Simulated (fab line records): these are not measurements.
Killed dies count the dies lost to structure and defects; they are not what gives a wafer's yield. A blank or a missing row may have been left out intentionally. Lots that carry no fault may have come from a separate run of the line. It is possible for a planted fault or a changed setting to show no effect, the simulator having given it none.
fab line records -- flow n5Finfet
[record] lots = 10, wafers = 27, lastDay = 18
route steps=1938 shown SDB@375 DUMMY_REMOVAL@381 HKMG_FIN@386 BEOL_M4@1111 PASSIVATION@1936
lots that met no fault: from a run of the same line without faults
startH: the number of hours between the record's first day and the start of the first shown wafer of the lot -- waitH: how many hours have passed since the lot's step before this one -- " identical to the entry in the row above -- L1.1+2: several wafers, shown together as one row -- - value missing, or start not given -- * or withheld: withheld -- < > ~ a bound
route shown NAME@n: NAME is a module with steps in the file, n the number in the route of the first one -- usual: mean/standard deviation taken from wafers without a fault -- same: alike in all rows -- chamber/n: place in a boat -- sites: per-site readings -- _std_site: standard deviation across them -- _edge_site: the outer-site mean with the inner-site mean subtracted -- radiusMm: how far each site lies from the wafer's centre -- mask NAME#n: copy n -- behind: the last tool/chamber to shape the wafer -- hold: why the lot was held/for how many hours/how that ended -- device: names the non-switching transistor (n, p or np) -- end of line: at the end of the route, the tests of the same wafers -- a step given without rows: its recipe and nothing more -- killed: at the first sort, the dies lost to defects and structure; wafer yield is something else -- map: the dies of a wafer, with x for killed, . for not killed, _ for no die there
set.NAME: setting as actually run; set.NAME@STEP: the setting as run at that earlier step -- model.NAME: the simulator's own value behind a step, which no gauge read
steps of the route over a sample of lots; a table a step, a row a wafer
services: from which hour (startH, from the record's first day; less than 0 if before it) a tool's chamber was out of use, for how many hours, and why
[[steps]]
[step N5_SDB_THK_MEAS_31]
[recipe] reads = a-Si_of_DUMMY_GATE_CVD_03
[usual] SDB_THK = 64.2/1.3
lot.wafer,tool,chamber,startH,waitH,SDB_THK[nm]
L199.1,filmMetro-01,-,79.84,-,62.5
L199.2,filmMetro-01,-,79.84,-,63.7
L199.3,filmMetro-01,-,79.84,-,66.2
L201.1,filmMetro-01,-,95.74,-,64.2
L201.3,filmMetro-01,-,95.74,-,64.9
L201.4,filmMetro-01,-,95.74,-,63.6
L203.2,filmMetro-02,-,103.33,-,64.0
L203.3,filmMetro-02,-,103.33,-,64.6
L203.4,filmMetro-02,-,103.33,-,67.7
L204.1,filmMetro-02,-,112.76,-,63.2
L204.6,filmMetro-02,-,112.76,-,65.1
L205.3,filmMetro-02,-,120.31,-,65.6
L205.4,filmMetro-02,-,120.31,-,65.7
L207.3,filmMetro-01,-,128.87,-,62.4
L207.5,filmMetro-01,-,128.87,-,62.8
L207.6,filmMetro-01,-,128.87,-,67.3
L211.1,filmMetro-01,-,155.17,-,64.3
L211.2,filmMetro-01,-,155.17,-,63.5
L211.5,filmMetro-01,-,155.17,-,64.7
L214.3,filmMetro-02,-,171.77,-,63.1
L214.6,filmMetro-02,-,171.77,-,66.2
L217.2,filmMetro-02,-,190.36,-,64.3
L217.3,filmMetro-02,-,190.36,-,64.4
L217.4,filmMetro-02,-,190.36,-,62.6
L220.2,filmMetro-02,-,209.09,-,65.6
L220.4,filmMetro-02,-,209.09,-,62.4
L220.5,filmMetro-02,-,209.09,-,63.4
[step N5_DUMMY_REMOVAL_INSPECT_06]
[recipe] inspectInstrument = brightfield, mode = aei
[usual] rawDefectCount = 11/4.8
lot.wafer,tool,chamber,startH,waitH,rawDefectCount
L199.1,defectInspect-01,-,80.15,0.0,7
L199.2,defectInspect-01,-,80.15,0.0,13
L199.3,defectInspect-01,-,80.15,0.0,14
L201.1,defectInspect-01,-,96.00,0.0,12
L201.3,defectInspect-01,-,96.00,0.0,7
L201.4,defectInspect-01,-,96.00,0.0,7
L203.2,defectInspect-02,-,103.58,0.0,11
L203.3,defectInspect-02,-,103.58,0.0,15
L203.4,defectInspect-02,-,103.58,0.0,6
L204.1,defectInspect-01,-,113.06,0.0,14
L204.6,defectInspect-01,-,113.06,0.0,13
L205.3,defectInspect-01,-,120.57,0.0,6
L205.4,defectInspect-01,-,120.57,0.0,9
L207.3,defectInspect-02,-,129.12,0.0,6
L207.5,defectInspect-02,-,129.12,0.0,10
L207.6,defectInspect-02,-,129.12,0.0,9
L211.1,defectInspect-01,-,155.52,0.0,10
L211.2,defectInspect-01,-,155.52,0.0,8
L211.5,defectInspect-01,-,155.52,0.0,8
L214.3,defectInspect-02,-,172.08,0.0,16
L214.6,defectInspect-02,-,172.08,0.0,17
L217.2,defectInspect-01,-,190.62,0.0,14
L217.3,defectInspect-01,-,190.62,0.0,14
L217.4,defectInspect-01,-,190.62,0.0,9
L220.2,defectInspect-01,-,209.34,0.0,10
L220.4,defectInspect-01,-,209.34,0.0,10
L220.5,defectInspect-01,-,209.34,0.0,7
[step N5_HKMG_FIN_HK_ALD_01]
[recipe] material = HfO2, targetThkA = 16, tempC = withheld, aldPrecursorFamily = HfCl4, aldCoReactant = H2O, pulseTimeS = 3, purgeTimeS = 3, coReactantPurgeTimeS = 2.5, coReactantPulseTimeS = 0.3, aldCycles = 30
[usual] precursorPulseHeightRel = 0.998/0.019
lot.wafer,tool,chamber,startH,waitH,precursorPulseHeightRel
L199.1,aldHk-03,1,80.54,0.0,0.994
L199.2,aldHk-03,3,80.54,0.0,0.990
L199.3,aldHk-03,2,80.54,0.0,0.995
L201.1,aldHk-03,2,96.57,0.0,1.003
L201.3,aldHk-03,0,96.57,0.0,1.010
L201.4,aldHk-03,1,96.57,0.0,0.996
L203.2,aldHk-01,0,103.99,0.1,0.990
L203.3,aldHk-01,3,103.99,0.1,1.008
L203.4,aldHk-01,2,103.99,0.1,0.973
L204.1,aldHk-01,3,113.47,0.1,1.019
L204.6,aldHk-01,1,113.47,0.1,0.987
L205.3,aldHk-02,3,120.94,0.0,1.001
L205.4,aldHk-02,2,120.94,0.0,0.986
L207.3,aldHk-01,3,129.63,0.1,0.971
L207.5,aldHk-01,2,129.63,0.1,0.980
L207.6,aldHk-01,1,129.63,0.1,1.004
L211.1,aldHk-02,1,155.88,0.0,1.015
L211.2,aldHk-02,3,155.88,0.0,1.006
L211.5,aldHk-02,3,155.88,0.0,1.029
L214.3,aldHk-02,2,172.43,0.0,0.976
L214.6,aldHk-02,0,172.43,0.0,1.019
L217.2,aldHk-03,2,190.97,0.0,1.011
L217.3,aldHk-03,0,190.97,0.0,0.985
L217.4,aldHk-03,3,190.97,0.0,1.014
L220.2,aldHk-01,1,209.70,0.0,1.017
L220.4,aldHk-01,2,209.70,0.0,0.958
L220.5,aldHk-01,0,209.70,0.0,0.972
[step N5_HKMG_FIN_ETCH_58]
[recipe] chemistry = N2/H2, target = SOC, targetDepthA = 2158, ionEnergyEv = 50, biasW = 13, timeS = 741, pressureMtorr = 30, sourceW = 875, n2FlowSccm = 200, h2FlowSccm = 200
[usual] chamberPressureMTorr = 30.002/0.027, drypumpMotorCurrentA = 5.5/0.43, oesProductAu = 0.80/0.099, rfFwdPowerW = 874.1/2.6, rfVppV = 99.2/0.93, showerheadPlenumPTorr = 2.56/0.075, throttleValvePct = 17.69/0.23
lot.wafer,tool,chamber,startH,waitH,chamberPressureMTorr,drypumpMotorCurrentA,oesProductAu,rfFwdPowerW,rfHoursCounterH,rfVppV,showerheadPlenumPTorr,throttleValvePct
L199.1,rieDiel-04,2,81.90,0.0,29.993,5.0,0.91,875.7,20,98.8,2.61,17.63
L199.2,rieDiel-04,3,81.90,0.0,29.985,5.6,0.73,873.3,209,97.5,2.62,17.96
L199.3,rieDiel-04,0,81.90,0.0,29.995,5.9,0.68,877.5,216,99.3,2.49,17.86
L201.1,rieDiel-04,1,98.05,0.0,29.993,5.2,0.70,875.0,248,97.4,2.42,18.15
L201.3,rieDiel-04,0,98.05,0.0,30.022,5.9,0.68,878.5,223,99.9,2.49,17.88
L201.4,rieDiel-04,0,98.05,0.0,29.989,5.9,0.69,878.5,-,97.4,2.49,17.89
L203.2,rieDiel-01,0,105.73,0.0,30.020,5.6,0.74,874.0,149,99.7,2.65,17.60
L203.3,rieDiel-01,3,105.73,0.0,30.056,4.8,0.81,870.6,66,98.9,2.58,17.45
L203.4,rieDiel-01,3,105.73,0.0,29.993,4.8,0.81,872.3,-,98.7,2.58,17.45
L204.1,rieDiel-04,0,115.20,0.0,30.022,5.9,0.68,869.9,232,99.8,2.48,17.91
L204.6,rieDiel-04,3,115.20,0.0,30.005,5.6,0.74,869.2,-,98.3,2.62,17.99
L205.3,rieDiel-01,0,122.50,0.0,30.053,5.6,0.74,877.0,155,101.1,2.65,17.61
L205.4,rieDiel-01,3,122.50,0.0,29.974,4.8,0.81,874.2,73,99.6,2.58,17.48
L207.3,rieDiel-04,3,131.61,0.0,30.037,5.6,0.72,876.1,230,99.0,2.62,17.98
L207.5,rieDiel-04,2,131.61,0.0,30.019,5.0,0.98,1081.9,-,89.6,2.60,17.67
L207.6,rieDiel-04,3,131.61,0.0,30.012,5.6,0.73,875.6,-,100.0,2.62,17.99
L211.1,rieDiel-02,1,157.70,0.0,29.965,5.4,0.82,878.5,71,97.7,2.47,17.42
L211.2,rieDiel-02,3,157.70,0.0,29.993,6.1,0.70,880.2,189,99.2,2.50,17.83
L211.5,rieDiel-02,1,157.70,0.0,30.027,5.4,0.81,874.1,-,98.9,2.47,17.45
L214.3,rieDiel-01,2,174.01,0.0,30.023,5.6,0.90,872.1,24,99.7,2.59,17.61
L214.6,rieDiel-01,1,174.01,0.0,30.002,5.5,0.92,872.4,-,98.9,2.59,17.21
L217.2,rieDiel-01,3,192.31,0.0,29.950,4.8,0.79,875.2,99,99.2,2.57,17.51
L217.3,rieDiel-01,2,192.31,0.0,30.015,5.6,0.90,876.2,31,100.9,2.59,17.62
L217.4,rieDiel-01,1,192.31,0.0,29.982,5.6,0.89,873.8,14,98.7,2.59,17.24
L220.2,rieDiel-04,0,211.06,0.0,29.961,5.9,0.90,871.6,10,97.6,2.47,17.55
L220.4,rieDiel-04,1,211.06,0.0,30.003,5.2,0.88,875.0,33,100.2,2.73,17.65
L220.5,rieDiel-04,3,211.06,0.0,29.974,5.6,1.02,873.0,-,99.2,2.61,17.62
[step N5_BEOL_M4_RC_MEAS_101]
[usual] DIBL_N = 36.2/2.2, DIBL_P = 36.5/3, IOFF_N = 0.16/0.039, IOFF_P = 0.22/0.047, ION_N = 675/15, ION_P = 463/10, SS_N = 71.6/0.71, SS_P = 73.4/0.94, VT_N = 250/3.6, VT_P = -250/3.9
lot.wafer,tool,chamber,startH,waitH,DIBL_N[mV/V],DIBL_P[mV/V],IOFF_N[nA/um],IOFF_P[nA/um],ION_N[uA/um],ION_P[uA/um],SS_N[mV/dec],SS_P[mV/dec],VT_N[mV],VT_P[mV]
L199.1,prober-02,0,169.20,0.0,35.0,34.9,0.13,0.22,644,451,71.5,73.5,255,-250
L199.2,prober-02,0,169.20,0.0,34.3,32.9,0.11,0.16,654,455,70.7,72.8,255,-253
L199.3,prober-02,0,169.20,0.0,33.8,33.2,0.13,0.18,670,464,70.5,73.0,250,-250
L201.1,prober-02,0,194.60,0.0,35.1,35.7,0.14,0.18,664,451,71.3,73.3,253,-254
L201.3,prober-02,0,194.60,0.0,35.4,37.1,0.15,0.21,678,468,71.5,73.0,250,-250
L201.4,prober-02,0,194.60,0.0,32.2,32.7,0.10,0.16,650,450,70.5,72.2,257,-253
L203.2,prober-02,0,200.96,0.2,35.2,36.0,0.16,0.22,676,464,71.9,74.0,249,-249
L203.3,prober-02,0,200.96,0.2,34.7,34.5,0.15,0.19,674,457,71.3,73.0,250,-249
L203.4,prober-02,0,200.96,0.2,38.8,40.0,0.24,0.31,690,474,73.3,75.5,243,-246
L204.1,prober-01,0,214.21,0.0,39.0,40.5,0.18,0.25,696,479,71.5,73.8,250,-249
L204.6,prober-01,0,214.21,0.0,38.5,40.0,0.18,0.24,694,477,71.4,74.2,250,-247
L205.3,prober-02,0,218.42,0.3,29.9,28.0,0.08,0.10,634,431,70.5,71.9,259,-261
L205.4,prober-02,0,218.42,0.3,35.6,35.0,0.17,0.17,681,455,71.5,72.6,247,-256
L207.3,prober-02,0,227.28,0.3,37.8,41.4,0.19,0.29,672,471,72.0,73.6,249,-245
L207.5,prober-02,0,227.28,0.3,32.0,33.5,0.10,0.17,647,454,69.9,72.1,255,-251
L207.6,prober-02,0,227.28,0.3,40.5,43.5,0.27,0.34,697,479,72.3,75.5,242,-242
L211.1,prober-01,0,256.84,0.0,38.2,38.9,0.18,0.21,669,458,71.9,74.2,249,-252
L211.2,prober-01,0,256.84,0.0,35.4,36.4,0.13,0.17,667,461,71.2,73.1,253,-256
L211.5,prober-01,0,256.84,0.0,34.8,36.2,0.15,0.19,698,475,70.6,73.2,248,-252
L214.3,prober-02,0,280.46,0.3,36.8,36.2,0.18,0.21,690,460,72.1,73.8,246,-250
L214.6,prober-02,0,280.46,0.3,38.3,38.6,0.21,0.24,686,462,71.9,74.4,244,-248
L217.2,prober-01,0,286.86,0.2,36.1,37.7,0.18,0.27,673,466,72.0,74.1,249,-245
L217.3,prober-01,0,286.86,0.2,34.7,35.3,0.15,0.22,683,473,71.0,73.4,249,-248
L217.4,prober-01,0,286.86,0.2,37.6,37.5,0.20,0.26,681,467,71.9,73.8,244,-247
L220.2,prober-01,0,321.09,0.2,34.2,36.4,0.15,0.21,678,460,71.5,74.1,248,-249
L220.4,prober-01,0,321.09,0.2,36.0,37.1,0.18,0.22,682,462,71.9,73.2,246,-250
L220.5,prober-01,0,321.09,0.2,32.6,33.2,0.12,0.17,665,457,71.3,72.6,251,-254
[step N5_PASSIVATION_PROBE_49]
[usual] defectLimitedYield = 91.5/1.5, killed_at_M0_to_M3 = 32/10, killed_at_M4_up = 13/4.9, killedAtContacts = 13/6.1, killedAtFrontEnd = 38/11, killedAtOther = 3/3.2, killedDies = 101/18, killedOpen = 66/13, killedShort = 32/8.3, sort_bin_5_function = 5.0/1, sort_bin_6_memory = 3.2/0.74, sort_bin_8_speed = 0.1/1.1, sortNPass = 1078/22, sortYieldPct = 91.3/1.9
[same] grossDies = 1180, killedAtBackSide = 0, sort_bin_4_leakage[%] = 0
lot.wafer,tool,chamber,startH,waitH,defectLimitedYield[%],killed_at_M0_to_M3,killed_at_M4_up,killedAtContacts,killedAtFrontEnd,killedAtOther,killedDies,killedOpen,killedShort,sort_bin_5_function[%],sort_bin_6_memory[%],sort_bin_8_speed[%],sortNPass,sortYieldPct[%]
L199.1,prober-01,-,281.43,0.0,91.6,27,17,13,42,0,99,66,28,4.7,3.6,0.1,1080,91.5
L199.2,prober-01,-,281.48,0.1,91.6,28,11,19,38,3,99,59,32,4.2,4.0,0,1081,91.6
L199.3,prober-01,-,281.53,0.1,92.5,35,11,11,31,1,89,58,28,4.6,2.6,0,1091,92.5
L201.1,prober-01,-,300.42,0.0,91.4,28,19,9,43,2,101,75,23,5.1,3.4,0,1079,91.4
L201.3,prober-01,-,300.52,0.1,91.8,50,10,12,23,2,97,67,29,3.9,4.0,0,1083,91.8
L201.4,prober-01,-,300.57,0.2,88.2,35,25,12,63,4,139,92,45,6.8,4.5,0,1041,88.2
L203.2,prober-01,-,311.52,0.1,89.9,23,10,12,66,8,119,73,42,5.9,3.5,0,1061,89.9
L203.3,prober-01,-,311.57,0.1,89.7,37,14,12,55,4,122,78,32,6.2,3.0,0,1058,89.7
L203.4,prober-01,-,311.62,0.2,91.4,29,4,11,46,12,102,56,33,4.7,3.0,0,1078,91.4
L204.1,prober-02,-,326.72,0.0,88.8,35,17,16,59,5,132,86,44,5.8,5.0,0,1048,88.8
L204.6,prober-02,-,326.97,0.3,88.1,33,16,7,65,20,141,87,48,7.5,3.8,0,1039,88.1
L207.6,prober-02,-,335.60,0.3,90.8,35,4,6,61,3,109,55,39,5.4,2.4,0,1071,90.8
L217.2,prober-01,-,402.30,0.1,93.9,27,18,5,20,2,72,52,19,2.5,3.3,0,1108,93.9
L217.3,prober-01,-,402.35,0.1,91.4,46,16,7,33,0,102,59,41,4.8,3.4,0,1078,91.4
L217.4,prober-01,-,402.40,0.2,91.0,36,16,10,42,2,106,77,28,5.6,3.2,0,1074,91.0
// killed by level:class
L199.1 FIN_SAQP:geometricParticle:open=10 MOL_CONTACT_COAG:geometricParticle:open=9 STI_FIN_REVEAL:geometricParticle:open=7 BEOL_M0_SAQP:geometricParticle:short=7 BEOL_M1:geometricParticle:open=7 BEOL_M2:geometricParticle:open=6 BEOL_M4:geometricParticle:open=6 STARTING-WAFER:geometricParticle:open=6
L199.2 MOL_CONTACT_COAG:geometricParticle:open=14 FIN_SAQP:geometricParticle:open=11 STI_FIN_REVEAL:geometricParticle:short=6 STI_FIN_REVEAL:geometricParticle:open=6 FIN_SAQP:geometricParticle:short=5 BEOL_M1:geometricParticle:open=5 BEOL_M1:geometricParticle:short=5 MOL_CONTACT_COAG:geometricParticle:short=4
L199.3 STI_FIN_REVEAL:geometricParticle:open=11 BEOL_M1:geometricParticle:open=8 MOL_CONTACT_COAG:geometricParticle:open=8 BEOL_M0_SAQP:geometricParticle:short=7 BEOL_M0_SAQP:geometricParticle:open=6 GATE_CUT:geometricParticle:open=5 GATE_CUT:geometricParticle:short=4 BEOL_M2:geometricParticle:open=4
L201.1 STI_FIN_REVEAL:geometricParticle:open=18 MOL_CONTACT_COAG:geometricParticle:open=7 BEOL_M2:geometricParticle:open=7 BEOL_M3:geometricParticle:open=7 STARTING-WAFER:geometricParticle:open=6 STI_FIN_REVEAL:geometricParticle:short=5 BEOL_M5:geometricParticle:open=5 BEOL_M1:geometricParticle:open=5
L201.3 BEOL_M3:geometricParticle:open=16 MOL_CONTACT_COAG:geometricParticle:open=10 BEOL_M1:geometricParticle:open=7 BEOL_M3:geometricParticle:short=7 FIN_SAQP:geometricParticle:short=6 BEOL_M0_SAQP:geometricParticle:open=6 BEOL_M2:geometricParticle:open=5 BEOL_M4:geometricParticle:open=5
L201.4 STI_FIN_REVEAL:geometricParticle:open=15 FIN_SAQP:geometricParticle:short=13 BEOL_M3:geometricParticle:open=11 MOL_CONTACT_COAG:geometricParticle:open=10 BEOL_M1:geometricParticle:open=9 FIN_SAQP:geometricParticle:open=8 BEOL_M0_SAQP:geometricParticle:short=8 BEOL_M4:geometricParticle:open=8
L203.2 FIN_SAQP:geometricParticle:open=22 FIN_SAQP:geometricParticle:short=12 STI_FIN_REVEAL:geometricParticle:open=10 GATE_CUT:geometricParticle:short=8 MOL_CONTACT_COAG:geometricParticle:open=8 BEOL_M2:geometricParticle:open=8 BEOL_M1:geometricParticle:open=6 GATE_CUT:geometricParticle:open=4
L203.3 FIN_SAQP:geometricParticle:open=24 BEOL_M0_SAQP:geometricParticle:open=9 HKMG_FIN:areaEtch=8 FIN_SAQP:geometricParticle:short=7 MOL_CONTACT_COAG:geometricParticle:open=7 BEOL_M0_SAQP:geometricParticle:short=7 BEOL_M2:geometricParticle:open=7 MOL_CONTACT_COAG:geometricParticle:short=5
L203.4 STI_FIN_REVEAL:geometricParticle:open=10 MOL_CONTACT_COAG:geometricParticle:open=9 BEOL_M0_SAQP:geometricParticle:short=8 HKMG_FIN:areaEtch=8 FIN_SAQP:geometricParticle:open=7 FIN_SAQP:geometricParticle:short=7 PAD_METAL:geometricParticle:open=6 DUMMY_GATE:geometricParticle:open=4
L204.1 STI_FIN_REVEAL:geometricParticle:open=25 MOL_CONTACT_COAG:geometricParticle:open=12 BEOL_M0_SAQP:geometricParticle:short=10 BEOL_M0_SAQP:geometricParticle:open=7 BEOL_M1:geometricParticle:open=7 FIN_SAQP:geometricParticle:open=6 FIN_SAQP:geometricParticle:short=6 STI_FIN_REVEAL:geometricParticle:short=5
L204.6 STI_FIN_REVEAL:geometricParticle:open=32 STI_FIN_REVEAL:geometricParticle:short=10 FIN_SAQP:geometricParticle:short=9 BEOL_M0_SAQP:geometricParticle:open=6 BEOL_M3:geometricParticle:open=6 MIM_TOP_ETCH:geometricParticle:open=6 MOL_CONTACT_COAG:geometricParticle:open=6 BEOL_M4:geometricParticle:open=6
L207.6 FIN_SAQP:geometricParticle:open=15 HKMG_FIN:areaEtch=15 BEOL_M0_SAQP:geometricParticle:short=11 FIN_SAQP:geometricParticle:short=7 GATE_CUT:geometricParticle:short=6 BEOL_M3:geometricParticle:open=6 MOL_CONTACT_COAG:geometricParticle:open=5 BEOL_M1:geometricParticle:open=5
L217.2 BEOL_M4:geometricParticle:open=12 BEOL_M0_SAQP:geometricParticle:open=8 BEOL_M0_SAQP:geometricParticle:short=6 BEOL_M2:geometricParticle:open=5 DUMMY_GATE:geometricParticle:open=4 MOL_CONTACT_COAG:geometricParticle:open=4 BEOL_M3:geometricParticle:open=4 STI_FIN_REVEAL:geometricParticle:open=3
L217.3 BEOL_M0_SAQP:geometricParticle:short=11 FIN_SAQP:geometricParticle:short=9 BEOL_M0_SAQP:geometricParticle:open=9 BEOL_M2:geometricParticle:open=9 BEOL_M4:geometricParticle:open=7 BEOL_M1:geometricParticle:open=6 MOL_CONTACT_COAG:geometricParticle:open=5 FIN_SAQP:geometricParticle:open=4
L217.4 FIN_SAQP:geometricParticle:open=15 BEOL_M1:geometricParticle:open=11 BEOL_M4:geometricParticle:open=10 FIN_SAQP:geometricParticle:short=9 MOL_CONTACT_COAG:geometricParticle:open=9 BEOL_M0_SAQP:geometricParticle:open=9 STARTING-WAFER:geometricParticle:open=5 BEOL_M0_SAQP:geometricParticle:short=4
[[services]]
tool,chamber,startH,hours,kind
rieDiel-01,2,80.94,-,clean
rieDiel-01,2,80.94,-,consumableReplace:focusRing
rieDiel-01,2,80.94,28.7,scheduledDown
rieDiel-01,2,80.94,28.7,ventCycle
rieDiel-04,2,84.75,13.7,repair
aldHk-02,-,98.25,1.3,repair
rieDiel-04,1,101.89,-,clean
rieDiel-04,1,101.89,-,consumableReplace:focusRing
rieDiel-04,1,101.89,-,consumableReplace:showerhead
rieDiel-04,1,101.89,14.8,scheduledDown
rieDiel-04,1,101.89,14.8,ventCycle
rieDiel-01,0,114.92,6.0,repair
rieDiel-01,1,139.95,-,clean
rieDiel-01,1,139.95,-,consumableReplace:focusRing
rieDiel-01,1,139.95,16.9,scheduledDown
rieDiel-04,0,165.14,-,clean
rieDiel-04,0,165.14,-,consumableReplace:focusRing
rieDiel-04,0,165.14,17.2,scheduledDown
rieDiel-04,0,165.14,17.2,ventCycle
rieDiel-04,1,173.76,7.8,repair
rieDiel-04,3,182.36,-,clean
rieDiel-04,3,182.36,-,consumableReplace:focusRing
rieDiel-04,3,182.36,21.1,scheduledDown
rieDiel-04,3,182.36,21.1,ventCycle
[[key]]
[firstSign] step = N5_HKMG_FIN_ETCH_58, reading = rfFwdPowerW, direction = up, sigmas = 79, usual = *, struck = *
[effect] step = N5_HKMG_FIN_ETCH_58, reading = rfVppV, direction = down, sigmas = 10, usual = 99.2, struck = 89.6
metAt N5_HKMG_FIN_ETCH_58
struckLots L207
struckWafers L207.5
[baselineLoss] step = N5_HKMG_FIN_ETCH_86, wafers = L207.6
notActingAt N5_SDB_THK_MEAS_31,N5_DUMMY_REMOVAL_INSPECT_06,N5_HKMG_FIN_HK_ALD_01
onsetBetween 81.90 131.61
[fault] kind = processParameterDrift, tool = rieDiel-04, chamber = 2, onsetH = 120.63, steps = N5_HKMG_FIN_ETCH_58, channel = sourceW, offset = 210, shape = step, endH = 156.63, actsIn = theseRecipesOnly, stated = 875
// baselineLoss: these wafers lose ten dies or more at that step, a loss of the line's own and not of a fault; the sort's usual values leave them out
